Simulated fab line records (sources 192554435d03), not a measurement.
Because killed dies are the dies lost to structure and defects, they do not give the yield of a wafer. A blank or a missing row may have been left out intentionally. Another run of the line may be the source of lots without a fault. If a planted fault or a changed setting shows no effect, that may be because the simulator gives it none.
Chamber matching | flow n5Finfet | N5_BEOL_M3_STRIP_66 on rieDiel-02: 4 sister chambers
The step strips in CF4. 14 wafers are shown with their chamber, then 7 later ones without.

== EACH WAFER AND ITS CHAMBER ==
wafer  | chamber | drypumpMotorCurrentA (A) | showerheadPlenumPTorr (Torr) | throttleValvePct (%)
L076.3 | 2       | 5.6                      | 1.85                         | 13.46
L076.4 | 0       | 5.0                      | 1.85                         | 13.51
L076.5 | 1       | 6.4                      | 1.75                         | 13.72
L082.3 | 2       | 5.5                      | 1.85                         | 13.48
L082.5 | 3       | 6.0                      | 1.73                         | 13.78
L082.6 | 0       | 5.0                      | 1.85                         | 13.51
L085.3 | 3       | 6.0                      | 1.72                         | 13.81
L085.4 | 2       | 5.5                      | 1.84                         | 13.54
L085.6 | 3       | 6.0                      | 1.72                         | 13.80
L089.2 | 1       | 6.4                      | 1.74                         | 13.81
L089.3 | 3       | 6.0                      | 1.72                         | 13.81
L089.5 | 2       | 5.6                      | 1.84                         | 13.55
L091.2 | 1       | 6.4                      | 1.74                         | 13.82
L091.4 | 3       | 6.0                      | 1.72                         | 13.83

SIGNATURES, as means of the wafers listed above
reading               | chamber 0 | chamber 1 | chamber 2 | chamber 3 | scatter within a chamber
drypumpMotorCurrentA  | 5.000     | 6.400     | 5.550     | 6.000     | 0.0316
showerheadPlenumPTorr | 1.8500    | 1.7433    | 1.8450    | 1.7220    | 0.00497
throttleValvePct      | 13.5100   | 13.7833   | 13.5075   | 13.8060   | 0.0364
Rule: for each reading, subtract the chamber's mean from the wafer's reading, divide by that reading's scatter and square the result; add these up over the readings and take the root, which gives the wafer's distance from the chamber. The wafer belongs to the nearest chamber; if the next one is less than 2 further off, it can't be placed. How the scatter is found: for the shown wafers, subtract from each reading the mean of its chamber, square and add these, divide the total by (wafers less chambers), then take the root.

== WAFERS WITHOUT THEIR CHAMBER ==
wafer  | drypumpMotorCurrentA (A) | showerheadPlenumPTorr (Torr) | throttleValvePct (%)
L091.6 | 5.6                      | 1.84                         | 13.55
L096.3 | 6.0                      | 1.72                         | 13.84
L096.5 | 5.6                      | 1.84                         | 13.55
L096.6 | 6.0                      | 1.72                         | 13.81
L095.2 | 6.4                      | 1.74                         | 13.81
L095.3 | 6.0                      | 1.72                         | 13.81
L095.6 | 6.0                      | 1.72                         | 13.85

== CHAMBER TAKEN BY EACH ==
wafer  | from the rows above | in truth
L091.6 | 2                   | 2
L096.3 | 3                   | 3
L096.5 | 2                   | 2
L096.6 | 3                   | 3
L095.2 | 1                   | 1
L095.3 | 3                   | 3
L095.6 | 3                   | 3
Placed correctly: 7 of 7. Left unplaced by these rows: 0. Number placed wrongly: 0.
